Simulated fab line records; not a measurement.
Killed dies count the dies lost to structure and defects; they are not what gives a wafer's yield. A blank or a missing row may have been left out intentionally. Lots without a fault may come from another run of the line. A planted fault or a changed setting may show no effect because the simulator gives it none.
One fault through the eyes of 2 desks ; flow nand_harc ; what lay behind the numbers comes last; until then each desk has only its own

FOR THE TOOL OWNER'S DESK: rie_diel-11
The tool's own readings at NHARC_A_CHANNEL_FILL_D2_ETCHBACK_08 (etches the open film in C4F8, target depth 220 nm, time 110 s): means of the sampled wafers that have a number, for each lot that ran on this tool. Marked OUT: a lot whose mean sits more than 4 standard deviations from the usual mean, which makes it out of limits; the brackets give that distance.
Columns: A = oes_product_au at NHARC_A_CHANNEL_FILL_D2_ETCHBACK_08, usual 0.98 a.u.; B = rf_vpp_V at NHARC_A_CHANNEL_FILL_D2_ETCHBACK_08, usual 439.8 V; C = run_length_s at NHARC_A_CHANNEL_FILL_D2_ETCHBACK_08, usual 131.2 s
lot;first seen here;A;B;C
L588;day 18 18:49;0.99;440.9;137.3 (+19) OUT
L591;day 19 14:34;1.00;439.8;140.2 (+28) OUT
L589;day 19 14:40;1.00;438.4;137.4 (+19) OUT
L596;day 22 00:41;1.01;440.8;131.2
L598;day 22 12:20;0.92;440.9;131.0
L599;day 22 20:06;0.99;441.3;131.3
L602;day 23 23:07;1.00;439.4;131.1
L601;day 24 00:07;0.93;441.0;131.3
L603;day 24 20:34;1.00;439.5;131.3
Finding of this desk: L588, L589, L591 out of limits; the first was L588 at day 18 18:49, on run_length_s at NHARC_A_CHANNEL_FILL_D2_ETCHBACK_08. L596, L598, L599, L602, L601, L603: within limits.

THE DEFECT DESK
Counts from the inspections along the route, per lot, as means over the sampled wafers that have a number. Marked OUT: a lot whose mean sits more than 4 standard deviations from the usual mean, which makes it out of limits; the brackets give that distance.
Columns: A = raw_defect_count at NHARC_A_CHANNEL_FILL_D2_INSPECT_13, usual 392
lot;first seen here;A
L580;day 15 23:24;463
L585;day 17 11:02;398
L588;day 19 01:10;456
L591;day 19 21:02;500
L589;day 19 21:03;586
L593;day 21 16:40;420
L596;day 22 07:00;389
L598;day 22 18:40;364
L599;day 23 02:32;336
L600;day 24 05:38;320
L602;day 24 05:38;321
L601;day 24 05:49;343
L603;day 25 02:53;270
This desk's verdict: no lot among the 13 shows anything out of limits.

ALL TOGETHER
The tool owner's desk had the chance to raise an alarm at day 18 18:49 on L588, L589, L591.
The defect desk saw nothing out of limits.
The defect desk has L588, L589, L591 on record, within its limits.
The lots listed all ran NHARC_A_CHANNEL_FILL_D2_ETCHBACK_08 on rie_diel-11.

WHAT THE SIMULATOR PUT IN
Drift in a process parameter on rie_diel-11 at NHARC_A_CHANNEL_FILL_D2_ETCHBACK_08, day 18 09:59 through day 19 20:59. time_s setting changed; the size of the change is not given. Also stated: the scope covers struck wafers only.
Lots struck among those shown: L588, L589, L591.
Hours from the fault's start to each desk's first reading out of limits: the tool owner's desk, 9.
